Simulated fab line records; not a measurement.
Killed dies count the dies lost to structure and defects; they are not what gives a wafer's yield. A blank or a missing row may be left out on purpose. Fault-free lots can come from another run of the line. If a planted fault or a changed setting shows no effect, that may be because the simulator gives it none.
Matching of chambers -- flow nandHarc -- NHARC_P_CONTACT_DEP_30 on pecvd-03 has 3 sister chambers
The step deposits SiNx, target thk 30 nm. 14 wafers are shown with their chamber, then 7 later ones without.

== EACH WAFER AND ITS CHAMBER ==
wafer,chamber,heaterPowerW (W)
L280.1,0,664
L280.3,2,583
L280.4,0,669
L282.2,2,645
L282.3,1,824
L282.5,0,769
L285.1,0,787
L285.5,1,780
L285.6,2,646
L293.1,2,561
L293.2,1,697
L293.4,1,683
L297.2,0,763
L297.5,2,585

SIGNATURES, as means of the wafers listed above
reading,chamber 0,chamber 1,chamber 2,scatter within a chamber
heaterPowerW,730.40,746.00,604.00,55.3
Rule: a wafer's distance from a chamber is the root of the sum, over the readings, of the square of ((its reading less the chamber's mean) divided by the reading's scatter). The wafer belongs to the nearest chamber; if the next one is less than 2 further off, it can't be placed. The scatter: the root of (the sum of the squares of (reading less its chamber's mean) over the shown wafers, divided by (wafers less chambers)).

== WAFERS WITHOUT THEIR CHAMBER ==
wafer,heaterPowerW (W)
L297.6,735
L299.1,793
L299.2,626
L299.5,689
L303.2,771
L303.4,625
L303.6,802

== EACH ONE'S CHAMBER ==
wafer,from the rows above,in truth
L297.6,can't be placed: 0 or 1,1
L299.1,can't be placed: 1 or 0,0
L299.2,can't be placed: 2 or 0 or 1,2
L299.5,can't be placed: 0 or 1 or 2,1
L303.2,can't be placed: 1 or 0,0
L303.4,can't be placed: 2 or 0 or 1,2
L303.6,can't be placed: 1 or 0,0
0 of 7 placed correctly. Cannot be placed on the basis of these rows: 7; the candidates contain the true chamber in 7. Number placed wrongly: 0.
